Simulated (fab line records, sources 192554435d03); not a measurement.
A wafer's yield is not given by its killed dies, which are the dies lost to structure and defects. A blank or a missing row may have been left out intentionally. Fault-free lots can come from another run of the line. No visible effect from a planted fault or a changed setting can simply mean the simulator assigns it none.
Matching of chambers :: flow n5Finfet :: 4 sister chambers for N5_BEOL_M5_ETCH_62 on rieDiel-06
The step etches SOC in N2/H2, target depth 75 nm, overetch 15 nm, time 112.5 s. 16 wafers are shown with their chamber, then 8 later ones without.

== EACH WAFER AND ITS CHAMBER ==
wafer: L075.2
chamber: 0
drypumpMotorCurrentA (A): 5.6
showerheadPlenumPTorr (Torr): 2.53
throttleValvePct (%): 17.92

wafer: L075.4
chamber: 2
drypumpMotorCurrentA (A): 5.9
showerheadPlenumPTorr (Torr): 2.69
throttleValvePct (%): 17.96

wafer: L075.5
chamber: 1
drypumpMotorCurrentA (A): 6.1
showerheadPlenumPTorr (Torr): 2.64
throttleValvePct (%): 17.78

wafer: L074.1
chamber: 2
drypumpMotorCurrentA (A): 5.9
showerheadPlenumPTorr (Torr): 2.69
throttleValvePct (%): 17.95

wafer: L074.3
chamber: 1
drypumpMotorCurrentA (A): 6.0
showerheadPlenumPTorr (Torr): 2.64
throttleValvePct (%): 17.80

wafer: L074.5
chamber: 3
drypumpMotorCurrentA (A): 6.4
showerheadPlenumPTorr (Torr): 2.60
throttleValvePct (%): 17.68

wafer: L078.1
chamber: 2
drypumpMotorCurrentA (A): 5.9
showerheadPlenumPTorr (Torr): 2.68
throttleValvePct (%): 17.97

wafer: L078.5
chamber: 3
drypumpMotorCurrentA (A): 6.5
showerheadPlenumPTorr (Torr): 2.60
throttleValvePct (%): 17.72

wafer: L078.6
chamber: 2
drypumpMotorCurrentA (A): 5.9
showerheadPlenumPTorr (Torr): 2.68
throttleValvePct (%): 17.98

wafer: L081.1
chamber: 1
drypumpMotorCurrentA (A): 6.0
showerheadPlenumPTorr (Torr): 2.64
throttleValvePct (%): 17.82

wafer: L081.3
chamber: 0
drypumpMotorCurrentA (A): 5.6
showerheadPlenumPTorr (Torr): 2.52
throttleValvePct (%): 17.93

wafer: L081.6
chamber: 1
drypumpMotorCurrentA (A): 6.0
showerheadPlenumPTorr (Torr): 2.64
throttleValvePct (%): 17.81

wafer: L088.1
chamber: 2
drypumpMotorCurrentA (A): 5.9
showerheadPlenumPTorr (Torr): 2.67
throttleValvePct (%): 17.98

wafer: L088.2
chamber: 3
drypumpMotorCurrentA (A): 6.5
showerheadPlenumPTorr (Torr): 2.59
throttleValvePct (%): 17.74

wafer: L088.4
chamber: 2
drypumpMotorCurrentA (A): 5.9
showerheadPlenumPTorr (Torr): 2.67
throttleValvePct (%): 17.99

wafer: L090.1
chamber: 3
drypumpMotorCurrentA (A): 6.4
showerheadPlenumPTorr (Torr): 2.59
throttleValvePct (%): 17.75

SIGNATURES, as means of the wafers listed above
reading: drypumpMotorCurrentA
chamber 0: 5.600
chamber 1: 6.025
chamber 2: 5.900
chamber 3: 6.450
scatter within a chamber: 0.0382

reading: showerheadPlenumPTorr
chamber 0: 2.5250
chamber 1: 2.6400
chamber 2: 2.6800
chamber 3: 2.5950
scatter within a chamber: 0.00677

reading: throttleValvePct
chamber 0: 17.9250
chamber 1: 17.8025
chamber 2: 17.9717
chamber 3: 17.7225
scatter within a chamber: 0.0202
Rule: a wafer lies at a distance from a chamber equal to the root of the sum of squares, over the readings, of (its reading less the chamber's mean, divided by the reading's scatter). If the next closest chamber is less than 2 further off than the closest, the wafer can't be placed; otherwise it belongs to the closest. How the scatter is found: for the shown wafers, subtract from each reading the mean of its chamber, square and add these, divide the total by (wafers less chambers), then take the root.

== WAFERS MISSING THEIR CHAMBER ==
wafer: L090.4
drypumpMotorCurrentA (A): 6.5
showerheadPlenumPTorr (Torr): 2.59
throttleValvePct (%): 17.74

wafer: L090.6
drypumpMotorCurrentA (A): 5.9
showerheadPlenumPTorr (Torr): 2.67
throttleValvePct (%): 18.01

wafer: L093.1
drypumpMotorCurrentA (A): 6.0
showerheadPlenumPTorr (Torr): 2.62
throttleValvePct (%): 17.87

wafer: L093.4
drypumpMotorCurrentA (A): 5.9
showerheadPlenumPTorr (Torr): 2.67
throttleValvePct (%): 18.02

wafer: L093.5
drypumpMotorCurrentA (A): 5.9
showerheadPlenumPTorr (Torr): 2.67
throttleValvePct (%): 18.04

wafer: L096.1
drypumpMotorCurrentA (A): 5.6
showerheadPlenumPTorr (Torr): 2.52
throttleValvePct (%): 17.97

wafer: L096.5
drypumpMotorCurrentA (A): 5.9
showerheadPlenumPTorr (Torr): 2.67
throttleValvePct (%): 18.03

wafer: L096.6
drypumpMotorCurrentA (A): 6.1
showerheadPlenumPTorr (Torr): 2.62
throttleValvePct (%): 17.88

== WHICH CHAMBER EACH WENT THROUGH ==
wafer: L090.4
from the rows above: 3
in truth: 3

wafer: L090.6
from the rows above: 2
in truth: 2

wafer: L093.1
from the rows above: 1
in truth: 1

wafer: L093.4
from the rows above: 2
in truth: 2

wafer: L093.5
from the rows above: 2
in truth: 2

wafer: L096.1
from the rows above: 0
in truth: 0

wafer: L096.5
from the rows above: 2
in truth: 2

wafer: L096.6
from the rows above: 1
in truth: 1
Correctly placed: 8 of 8. From these rows, 0 cannot be placed. 0 placed wrongly.
